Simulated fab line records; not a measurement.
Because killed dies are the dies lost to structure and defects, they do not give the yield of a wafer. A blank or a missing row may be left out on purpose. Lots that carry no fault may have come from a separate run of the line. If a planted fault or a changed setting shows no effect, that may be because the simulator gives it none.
Which tool did it? -- flow nand-harc -- 24 lots with 72 wafers sampled at 6 steps, on a route of 1159 steps

WHAT THE GAUGES READ, wafer by wafer
NHARC_P_M2_INSPECT_27. Usual: raw-defect-count 383, standard deviation 140.
lot,measured,on,raw-defect-count,flag
L074,day 5 21:12,defect-inspect-01,374 253 256,
L075,day 6 16:35,defect-inspect-01,237 333 352,
L078,day 7 06:34,defect-inspect-01,608 360 416,
L076,day 7 07:00,defect-inspect-01,259 269 252,
L077,day 7 07:11,defect-inspect-01,329 280 233,
L080,day 7 15:42,defect-inspect-01,385 243 388,
L079,day 7 16:50,defect-inspect-01,600 615 808,
L082,day 8 01:58,defect-inspect-01,341 279 313,
L081,day 8 05:23,defect-inspect-01,210 314 478,
L085,day 8 19:51,defect-inspect-02,353 171 228,
L083,day 8 20:31,defect-inspect-02,562 624 372,
L084,day 8 22:50,defect-inspect-02,828 568 306,
L087,day 9 07:47,defect-inspect-01,218 625 828,
L086,day 9 08:54,defect-inspect-01,545 403 439,
L089,day 9 19:16,defect-inspect-02,487 811 371,
L088,day 9 20:02,defect-inspect-01,384 307 443,
L090,day 10 15:00,defect-inspect-02,274 355 218,
L091,day 10 15:21,defect-inspect-02,249 235 309,
L092,day 10 21:14,defect-inspect-02,248 417 192,
L093,day 11 01:53,defect-inspect-01,461 385 414,
L094,day 11 07:36,defect-inspect-02,292 253 296,
L096,day 11 20:12,defect-inspect-02,573 391 397,
L095,day 11 21:49,defect-inspect-01,417 402 394,
L097,day 11 21:52,defect-inspect-02,307 474 262,

EACH LOT AND THE TOOL THAT RAN IT (in order: tool; ch and the chambers of the sampled wafers; start)
lot,NHARC_P_M1_CMP_23,NHARC_P_M1_PRE_CLEAN_32,NHARC_P_M2_DESCUM_14,NHARC_P_M2_ETCH_35,NHARC_P_M2_CMP_23
L074,"cmp-03 ch 1,3, day 5 16:29","pecvd-01 ch 0,2, day 5 17:01","rie-diel-10 ch 0,1,3, day 5 18:33","rie-diel-10 ch 0,2,3, day 5 18:37","cmp-01 ch 0,1,3, day 5 20:43"
L075,"cmp-04 ch 1,2,3, day 6 11:57","pecvd-04 ch 0,1,2, day 6 12:30","rie-diel-01 ch 0,2,3, day 6 14:01","rie-diel-01 ch 1,2,3, day 6 14:07","cmp-03 ch 0,1,2, day 6 16:07"
L078,"cmp-01 ch 0,2,3, day 7 01:45","pecvd-02 ch 0,1, day 7 02:17","rie-diel-10 ch 0,1,2, day 7 03:47","rie-diel-10 ch 2,3, day 7 03:52","cmp-03 ch 0,2,3, day 7 06:05"
L076,"cmp-03 ch 0,2,3, day 7 02:14","pecvd-04 ch 0,2, day 7 02:45","rie-diel-12 ch 0,2, day 7 04:16","rie-diel-12 ch 0,1, day 7 04:21","cmp-03 ch 1,2,3, day 7 06:34"
L077,"cmp-01 ch 0,1,2, day 7 02:26","pecvd-02 ch 0,1,2, day 7 03:00","rie-diel-01 ch 1,2,3, day 7 04:31","rie-diel-01 ch 0,1,3, day 7 04:35","cmp-03 ch 0,1,2, day 7 06:43"
L080,"cmp-01 ch 0,1,2, day 7 11:04","pecvd-04 ch 0,2, day 7 11:37","rie-diel-10 ch 2,3, day 7 13:07","rie-diel-10 ch 0,2,3, day 7 13:12","cmp-01 ch 0,1, day 7 15:14"
L079,"cmp-01 ch 0,1,2, day 7 11:56","pecvd-04 ch 0,1,2, day 7 12:33","rie-diel-01 ch 0,1,3, day 7 14:14","rie-diel-01 ch 0,3, day 7 14:19","cmp-02 ch 1,2,3, day 7 16:26"
L082,"cmp-03 ch 1,2,3, day 7 21:20","pecvd-01 ch 0,1,2, day 7 21:50","rie-diel-10 ch 0,1,2, day 7 23:13","rie-diel-10 ch 1,2,3, day 7 23:19","cmp-03 ch 0,1, day 8 01:31"
L081,"cmp-01 ch 0,2,3, day 8 00:29","pecvd-01 ch 0,1, day 8 01:01","rie-diel-01 ch 0,1,3, day 8 02:23","rie-diel-01 ch 1,2,3, day 8 02:28","cmp-03 ch 1,2,3, day 8 04:56"
L085,"cmp-04 ch 0,1, day 8 15:10","pecvd-02 ch 1,2, day 8 15:43","rie-diel-01 ch 0,2,3, day 8 17:14","rie-diel-01 ch 1,2, day 8 17:19","cmp-01 ch 2,3, day 8 19:24"
L083,"cmp-04 ch 0,1, day 8 15:56","pecvd-04 ch 0,1,2, day 8 16:30","rie-diel-10 ch 1,2, day 8 17:51","rie-diel-10 ch 0,1,3, day 8 17:57","cmp-03 ch 1,2,3, day 8 20:05"
L084,"cmp-03 ch 0,1,3, day 8 17:42","pecvd-01 ch 1,2, day 8 18:14","rie-diel-01 ch 0,1, day 8 19:47","rie-diel-01 ch 1,2,3, day 8 19:53","cmp-01 ch 0,2,3, day 8 22:23"
L087,"cmp-01 ch 0,2,3, day 9 03:21","pecvd-02 ch 1,2, day 9 03:50","rie-diel-01 ch 1,2,3, day 9 05:14","rie-diel-01 ch 2,3, day 9 05:18","cmp-02 ch 0,1, day 9 07:21"
L086,"cmp-03 ch 0,1,3, day 9 04:26","pecvd-01 ch 1,2, day 9 04:55","rie-diel-01 ch 0,1,3, day 9 06:19","rie-diel-01 ch 0,1,3, day 9 06:24","cmp-02 ch 1,2,3, day 9 08:25"
L089,"cmp-01 ch 0,1,3, day 9 14:47","pecvd-02 ch 1,2, day 9 15:19","rie-diel-01 ch 0,1,2, day 9 16:41","rie-diel-01 ch 0,1,3, day 9 16:46","cmp-03 ch 0,1,3, day 9 18:47"
L088,"cmp-01 ch 0,2,3, day 9 15:20","pecvd-01 ch 1,2, day 9 15:53","rie-diel-01 ch 0,1,3, day 9 17:25","rie-diel-01 ch 0,2,3, day 9 17:29","cmp-03 ch 1,2,3, day 9 19:33"
L090,"cmp-04 ch 0,1,3, day 10 10:16","pecvd-01 ch 0,1,2, day 10 10:48","rie-diel-01 ch 0,1,3, day 10 12:26","rie-diel-01 ch 1,2,3, day 10 12:32","cmp-03 ch 0,2,3, day 10 14:35"
L091,"cmp-03 ch 0,1,2, day 10 10:31","pecvd-02 ch 0,1, day 10 11:05","rie-diel-10 ch 2,3, day 10 12:42","rie-diel-10 ch 0,1,3, day 10 12:47","cmp-02 ch 0,2, day 10 14:50"
L092,"cmp-01 ch 0,1,2, day 10 16:39","pecvd-02 ch 0,1,2, day 10 17:08","rie-diel-10 ch 2,3, day 10 18:40","rie-diel-10 ch 1,2, day 10 18:46","cmp-02 ch 1,2, day 10 20:46"
L093,"cmp-04 ch 1,2,3, day 10 21:09","pecvd-02 ch 0,1,2, day 10 21:42","rie-diel-01 ch 0,1,2, day 10 23:11","rie-diel-01 ch 1,2,3, day 10 23:17","cmp-03 ch 1,2,3, day 11 01:25"
L094,"cmp-01 ch 0,1,2, day 11 02:52","pecvd-02 ch 0,1,2, day 11 03:25","rie-diel-01 ch 0,2,3, day 11 05:00","rie-diel-01 ch 0,1,2, day 11 05:05","cmp-02 ch 0,1,2, day 11 07:10"
L096,"cmp-04 ch 1,3, day 11 15:40","pecvd-01 ch 0,2, day 11 16:14","rie-diel-01 ch 2,3, day 11 17:36","rie-diel-01 ch 0,2,3, day 11 17:41","cmp-02 ch 0,3, day 11 19:44"
L095,"cmp-04 ch 0,3, day 11 17:03","pecvd-01 ch 0,2, day 11 17:35","rie-diel-01 ch 2,3, day 11 19:07","rie-diel-01 ch 0,2, day 11 19:11","cmp-03 ch 0,2,3, day 11 21:23"
L097,"cmp-01 ch 1,3, day 11 17:12","pecvd-04 ch 0,2, day 11 17:45","rie-diel-10 ch 1,2,3, day 11 19:16","rie-diel-10 ch 2,3, day 11 19:20","cmp-02 ch 1,2, day 11 21:26"
- NHARC_P_M1_CMP_23: polishes, t overpolish 20 s, target thk 157.82 nm.
- NHARC_P_M1_PRE_CLEAN_32: time 12 s.
- NHARC_P_M2_DESCUM_14: chemistry O2, time 3 s.
- NHARC_P_M2_ETCH_35: etches the open film in N2/H2, target depth 40 nm, overetch 12 nm, time 43.94 s.
- NHARC_P_M2_CMP_23: polishes, t overpolish 20 s, target thk 144.3 nm.

WHAT THE TOOLS THEMSELVES READ (means of the sampled wafers that have a number; where no wafer has one, the mark that the record gives instead)
NHARC_P_M1_CMP_23. Usual: edge-zone-pressure-frac 1.000, standard deviation 0.0046; motor-current-A 11.9 A, standard deviation 1.3; slurry-flow-ml-min 150.0, standard deviation 0.49; time-to-endpoint-s 28.2 s, standard deviation 2.6.
lot,tool,edge-zone-pressure-frac,motor-current-A (A),slurry-flow-ml-min,time-to-endpoint-s (s),flag
L074,cmp-03,0.999,12.1,149.5,27.9,
L075,cmp-04,1.004,11.5,150.2,28.8,
L078,cmp-01,0.997,12.7,150.1,30.4,
L076,cmp-03,1.004,12.0,149.8,28.8,
L077,cmp-01,1.000,12.8,150.0,31.8,
L080,cmp-01,1.000,12.9,150.2,28.4,
L079,cmp-01,0.997,12.7,149.6,31.4,
L082,cmp-03,0.995,13.0,150.1,27.6,
L081,cmp-01,1.001,12.4,149.4,28.8,
L085,cmp-04,0.997,11.3,149.9,26.3,
L083,cmp-04,1.001,12.0,149.3,26.5,
L084,cmp-03,1.003,11.8,150.4,26.1,
L087,cmp-01,0.997,12.7,149.9,27.1,
L086,cmp-03,0.999,12.0,150.3,27.2,
L089,cmp-01,0.999,11.3,150.0,28.3,
L088,cmp-01,0.999,12.5,149.9,26.5,
L090,cmp-04,0.996,11.2,150.1,27.4,
L091,cmp-03,0.999,12.0,149.8,28.6,
L092,cmp-01,0.993,13.0,150.0,30.9,
L093,cmp-04,1.004,11.5,150.2,27.8,
L094,cmp-01,1.002,12.6,150.2,28.4,
L096,cmp-04,1.002,10.5,150.0,27.5,
L095,cmp-04,0.998,10.3,150.0,26.6,
L097,cmp-01,1.002,11.6,150.3,30.8,

NHARC_P_M1_PRE_CLEAN_32. Usual: heater-power-w 626 W, standard deviation 69.
lot,tool,heater-power-w (W),flag
L074,pecvd-01,553,
L075,pecvd-04,594,
L078,pecvd-02,592,
L076,pecvd-04,561,
L077,pecvd-02,596,
L080,pecvd-04,654,
L079,pecvd-04,639,
L082,pecvd-01,683,
L081,pecvd-01,651,
L085,pecvd-02,626,
L083,pecvd-04,629,
L084,pecvd-01,726,
L087,pecvd-02,597,
L086,pecvd-01,729,
L089,pecvd-02,567,
L088,pecvd-01,693,
L090,pecvd-01,647,
L091,pecvd-02,572,
L092,pecvd-02,581,
L093,pecvd-02,636,
L094,pecvd-02,609,
L096,pecvd-01,659,
L095,pecvd-01,634,
L097,pecvd-04,592,

NHARC_P_M2_DESCUM_14. Usual: drypump-motor-current-A 5.7 A, standard deviation 0.42; oes-product-au 1.005 a.u., standard deviation 0.015; rf-vpp-V 57.7 V, standard deviation 0.93; showerhead-plenum-p-Torr 1.89 Torr, standard deviation 0.09; throttle-valve-pct 11.311 %, standard deviation 0.0088.
lot,tool,drypump-motor-current-A (A),oes-product-au (a.u.),rf-vpp-V (V),showerhead-plenum-p-Torr (Torr),throttle-valve-pct (%),flag
L074,rie-diel-10,5.9,1.009,57.0,1.89,11.313,
L075,rie-diel-01,5.6,1.011,57.4,1.89,11.317,
L078,rie-diel-10,5.8,1.023,58.1,1.88,11.311,
L076,rie-diel-12,5.8,0.980,57.8,2.00,11.307,
L077,rie-diel-01,5.9,1.002,58.5,1.93,11.315,
L080,rie-diel-10,5.5,1.008,57.2,1.81,11.314,
L079,rie-diel-01,5.7,1.013,57.6,1.87,11.308,
L082,rie-diel-10,5.8,1.014,57.5,1.88,11.304,
L081,rie-diel-01,5.7,1.009,57.8,1.87,11.315,
L085,rie-diel-01,5.7,1.008,58.3,1.89,11.300,
L083,rie-diel-10,5.8,1.024,57.0,1.82,11.309,
L084,rie-diel-01,5.6,1.011,58.7,1.89,11.307,
L087,rie-diel-01,5.9,0.993,57.6,1.93,11.318,
L086,rie-diel-01,5.7,1.002,58.3,1.87,11.315,
L089,rie-diel-01,5.8,0.994,57.4,1.95,11.307,
L088,rie-diel-01,5.7,1.002,58.8,1.87,11.305,
L090,rie-diel-01,5.7,1.012,57.0,1.87,11.310,
L091,rie-diel-10,5.4,1.001,57.7,1.79,11.312,
L092,rie-diel-10,5.4,1.001,56.6,1.79,11.305,
L093,rie-diel-01,5.8,1.006,57.4,1.95,11.317,
L094,rie-diel-01,5.7,0.998,57.2,1.89,11.313,
L096,rie-diel-01,5.9,0.986,57.4,1.95,11.300,
L095,rie-diel-01,5.8,0.999,57.4,1.95,11.320,
L097,rie-diel-10,5.8,1.001,57.4,1.82,11.315,

NHARC_P_M2_ETCH_35. Usual: drypump-motor-current-A 5.7 A, standard deviation 0.4; oes-product-au 1.003 a.u., standard deviation 0.015; rf-vpp-V 430 V, standard deviation 3; showerhead-plenum-p-Torr 2.02 Torr, standard deviation 0.1; throttle-valve-pct 14.172 %, standard deviation 0.0095.
lot,tool,drypump-motor-current-A (A),oes-product-au (a.u.),rf-vpp-V (V),showerhead-plenum-p-Torr (Torr),throttle-valve-pct (%),flag
L074,rie-diel-10,5.4,1.002,429,1.99,14.166,
L075,rie-diel-01,5.9,1.010,432,2.06,14.157,
L078,rie-diel-10,5.4,1.009,427,1.93,14.171,
L076,rie-diel-12,5.8,0.979,430,2.02,14.167,
L077,rie-diel-01,5.7,1.010,429,1.99,14.161,
L080,rie-diel-10,5.4,1.015,430,1.98,14.174,
L079,rie-diel-01,5.4,1.014,428,1.95,14.171,
L082,rie-diel-10,5.8,1.019,428,1.95,14.169,
L081,rie-diel-01,5.9,1.003,430,2.06,14.168,
L085,rie-diel-01,6.0,0.990,434,2.15,14.169,
L083,rie-diel-10,5.9,1.000,430,2.02,14.179,
L084,rie-diel-01,5.9,0.998,431,2.06,14.172,
L087,rie-diel-01,5.8,0.999,428,1.99,14.182,
L086,rie-diel-01,5.7,0.999,431,1.99,14.171,
L089,rie-diel-01,5.7,0.996,429,1.99,14.169,
L088,rie-diel-01,5.7,0.998,431,2.01,14.170,
L090,rie-diel-01,5.9,0.999,431,2.06,14.173,
L091,rie-diel-10,5.9,1.009,430,2.01,14.174,
L092,rie-diel-10,5.8,1.017,428,1.93,14.173,
L093,rie-diel-01,5.9,1.002,432,2.06,14.164,
L094,rie-diel-01,5.8,1.010,432,2.08,14.174,
L096,rie-diel-01,5.6,1.001,430,2.01,14.173,
L095,rie-diel-01,5.7,0.998,433,2.10,14.170,
L097,rie-diel-10,5.4,0.993,427,1.92,14.178,

NHARC_P_M2_CMP_23. Usual: edge-zone-pressure-frac 1.001, standard deviation 0.0043; motor-current-A 12.0 A, standard deviation 1; slurry-flow-ml-min 150.0, standard deviation 0.45; time-to-endpoint-s 29.6 s, standard deviation 3.
lot,tool,edge-zone-pressure-frac,motor-current-A (A),slurry-flow-ml-min,time-to-endpoint-s (s),flag
L074,cmp-01,1.001,11.7,150.3,27.5,
L075,cmp-03,0.998,12.2,149.8,28.4,
L078,cmp-03,1.003,12.0,150.4,29.3,
L076,cmp-03,1.001,12.3,150.1,29.0,
L077,cmp-03,0.997,12.5,149.9,28.1,
L080,cmp-01,0.998,11.9,149.9,31.4,
L079,cmp-02,0.998,11.9,150.3,31.3,
L082,cmp-03,0.997,12.0,149.7,26.9,
L081,cmp-03,1.002,12.8,150.0,25.3,
L085,cmp-01,0.999,13.4,150.0,25.8,
L083,cmp-03,1.002,12.8,150.1,24.7,
L084,cmp-01,1.001,12.8,149.8,29.9,
L087,cmp-02,1.004,11.9,149.6,29.8,
L086,cmp-02,0.999,12.2,149.7,31.8,
L089,cmp-03,1.000,12.1,150.0,27.3,
L088,cmp-03,0.998,12.2,149.8,27.7,
L090,cmp-03,1.004,12.4,150.4,32.4,
L091,cmp-02,1.006,10.5,149.5,33.9,
L092,cmp-02,1.003,12.5,150.7,29.4,
L093,cmp-03,1.002,12.4,149.8,29.9,
L094,cmp-02,1.004,11.6,150.3,30.0,
L096,cmp-02,1.002,11.3,150.3,31.3,
L095,cmp-03,1.002,12.0,150.4,28.0,
L097,cmp-02,1.003,11.9,149.8,32.2,

THE ANSWER, worked out from the rows above alone
Rule: lot off if the mean of its wafers having a number is beyond 3 standard deviations from the usual mean. A lot without any number at a reading at which 4 lots or more have one is off too. Where the step has rows for the other lots, those lots are counted as sound. After the gauges, taken in route order, come the tools' own readings; for these a lot's mean is taken, as printed above. The first step at which some lot is off is used, and at that step the reading that is off furthest; a lot without a number counts as furthest.
No lot is off at any reading shown: from this, nothing can be told.

WHAT THE SIMULATOR HAD PUT IN
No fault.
